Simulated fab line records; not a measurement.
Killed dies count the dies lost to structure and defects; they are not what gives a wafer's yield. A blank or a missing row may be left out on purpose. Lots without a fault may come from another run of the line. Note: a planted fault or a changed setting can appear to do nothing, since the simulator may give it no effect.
Split-lot study + flow n5_finfet + route with 1938 steps; 7 lots, 39 wafers read

== ON THE SPLIT ==
At N5_BEOL_M3_ILD_DEP_00 (deposits SiOC from DEMS/O2, target thk 79 nm, time 15.3 s), the setting target_thk_a was moved away from the recipe's 790 angstrom on 9 of the 39 wafers read, by -39.5% to +35.1%. All remaining wafers had this setting at the recipe value.

No step appears in the file between the split and the reading.

== THE READING ==
M3_ILD_THK at N5_BEOL_M3_THK_MEAS_01, in nm. Fault-free wafers of this fab line usually give 79.1 nm, standard deviation 0.96 nm.

| wafer  | tool, chamber at the split | target_thk_a as run, angstrom | against the recipe | M3_ILD_THK, nm | against lot-mates on the recipe |
|--------|----------------------------|-------------------------------|--------------------|----------------|---------------------------------|
| L074.1 | pecvd-02, 1                | 790                           | recipe             | 77.9           | -                               |
| L074.2 | pecvd-02, 0                | 790                           | recipe             | 77.5           | -                               |
| L074.3 | pecvd-02, 2,0              | 790                           | recipe             | 78.1           | -                               |
| L074.4 | pecvd-02, 2,0              | 790                           | recipe             | 78.3           | -                               |
| L074.5 | pecvd-02, 1,2              | 790                           | recipe             | 79.1           | -                               |
| L074.6 | pecvd-02, 1,2              | 790                           | recipe             | 79.0           | -                               |
| L078.1 | pecvd-01, 2                | 1067                          | +35.1%             | 105.8          | +26.9                           |
| L078.2 | pecvd-01, 0                | 1067                          | +35.1%             | 106.2          | +27.3                           |
| L078.3 | pecvd-01, 1                | 790                           | recipe             | 78.0           | -                               |
| L078.4 | pecvd-01, 1                | 790                           | recipe             | 79.3           | -                               |
| L078.5 | pecvd-01, 0                | 790                           | recipe             | 79.3           | -                               |
| L078.6 | pecvd-01, 2                | 1067                          | +35.1%             | 107.5          | +28.6                           |
| L080.1 | pecvd-03, 1                | 790                           | recipe             | 77.1           | -                               |
| L080.2 | pecvd-03, 0                | 790                           | recipe             | 78.3           | -                               |
| L080.3 | pecvd-03, 2                | 790                           | recipe             | 78.4           | -                               |
| L083.1 | pecvd-03, 2                | 477.7                         | -39.5%             | 47.3           | -32.3                           |
| L083.2 | pecvd-03, 0                | 477.7                         | -39.5%             | 47.2           | -32.4                           |
| L083.3 | pecvd-03, 0                | 477.7                         | -39.5%             | 48.6           | -31.0                           |
| L083.4 | pecvd-03, 2                | 790                           | recipe             | 79.8           | -                               |
| L083.5 | pecvd-03, 2                | 790                           | recipe             | 79.0           | -                               |
| L083.6 | pecvd-03, 0                | 790                           | recipe             | 79.9           | -                               |
| L086.1 | pecvd-03, 0                | 790                           | recipe             | 78.1           | -                               |
| L086.2 | pecvd-03, 2                | 790                           | recipe             | 78.6           | -                               |
| L086.3 | pecvd-03, 1                | 790                           | recipe             | 78.5           | -                               |
| L086.4 | pecvd-03, 0                | 790                           | recipe             | 79.6           | -                               |
| L086.5 | pecvd-03, 1                | 790                           | recipe             | 80.0           | -                               |
| L086.6 | pecvd-03, 2                | 790                           | recipe             | 80.7           | -                               |
| L091.1 | pecvd-02, 1                | 790                           | recipe             | 79.1           | -                               |
| L091.2 | pecvd-02, 2,0              | 790                           | recipe             | 78.9           | -                               |
| L091.3 | pecvd-02, 2,0              | 790                           | recipe             | 78.7           | -                               |
| L091.4 | pecvd-02, 2                | 790                           | recipe             | 79.4           | -                               |
| L091.5 | pecvd-02, 1,0              | 790                           | recipe             | 79.9           | -                               |
| L091.6 | pecvd-02, 1,0              | 790                           | recipe             | 80.0           | -                               |
| L094.1 | pecvd-01, 2                | 790                           | recipe             | 80.1           | -                               |
| L094.2 | pecvd-01, 0                | 790                           | recipe             | 79.5           | -                               |
| L094.3 | pecvd-01, 1                | 790                           | recipe             | 79.2           | -                               |
| L094.4 | pecvd-01, 0                | 512.3                         | -35.2%             | 53.2           | -26.4                           |
| L094.5 | pecvd-01, 2                | 512.3                         | -35.2%             | 52.9           | -26.7                           |
| L094.6 | pecvd-01, 1                | 512.3                         | -35.2%             | 52.6           | -27.0                           |
Rows listing several chambers each stand for several wafers; the file does not say which wafer went through which chamber.

THE FIT
A straight line over all 39 wafers: M3_ILD_THK changes by +0.775 nm for each +1% of target_thk_a; r = +1.00; the points scatter about the line by 0.89 nm.
The same after taking each lot's own level away (the mean of its wafers on the recipe; 39 wafers): +0.787 nm for each +1%; r = +1.00; scatter 0.72 nm.
The reading moves by 31 nm for the largest change in target_thk_a, on that fit.
The lots' own levels span 77.93 to 79.60 nm, that is 1.7 times the standard deviation above.
Consequently the slope shifts little with the lot-to-lot level, the two slopes agreeing.
Check: with one of the wafers moved furthest among these (-39.5%) left out of the fit, the line predicts -30.9 nm for it against its lot-mates. Against them it came out at -32.3 nm.

== THE OTHER SPLITS THESE WAFERS WENT THROUGH ==
Note: prior to the reading, these wafers also went through further splits. Each is held against what the fit with the lots' levels taken away leaves over:
| other split on the same wafers                 | wafers away from the commonest value | r with M3_ILD_THK (lot level and that fit taken away) |
|------------------------------------------------|--------------------------------------|-------------------------------------------------------|
| N5_ZERO_LAYER_DEVELOP_10 develop_time_s        | 12                                   | -0.08                                                 |
| N5_SD_EPI_N_DESCUM_14 time_s                   | 18                                   | -0.20                                                 |
| N5_HKMG_FIN_ETCH_35 time_s                     | 9                                    | +0.18                                                 |
| N5_BEOL_M0_SAQP_MANDREL_ETCH_20 target_depth_a | 12                                   | +0.10                                                 |

== THE WHOLE CHAIN: every reading that the file lists as answering this split, in the file's order ==
| step                   | what it does                                              | reading                                                                            | change (the file's fit)               | r (the file's) |
|------------------------|-----------------------------------------------------------|------------------------------------------------------------------------------------|---------------------------------------|----------------|
| N5_BEOL_M3_ILD_DEP_00  | deposits SiOC from DEMS/O2, target thk 79 nm, time 15.3 s | SiOC_of_BEOL_M3_ILD_DEP_00.thk_nm (the simulator's own value, which no gauge read) | +0.786 nm for each +1% of the setting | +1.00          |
| N5_BEOL_M3_THK_MEAS_01 |                                                           | M3_ILD_THK                                                                         | +0.787 for each +1% of the setting    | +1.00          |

== THE FILE'S OWN FIT ==
M3_ILD_THK changes by +0.787 nm for each +1% of target_thk_a, r = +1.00.
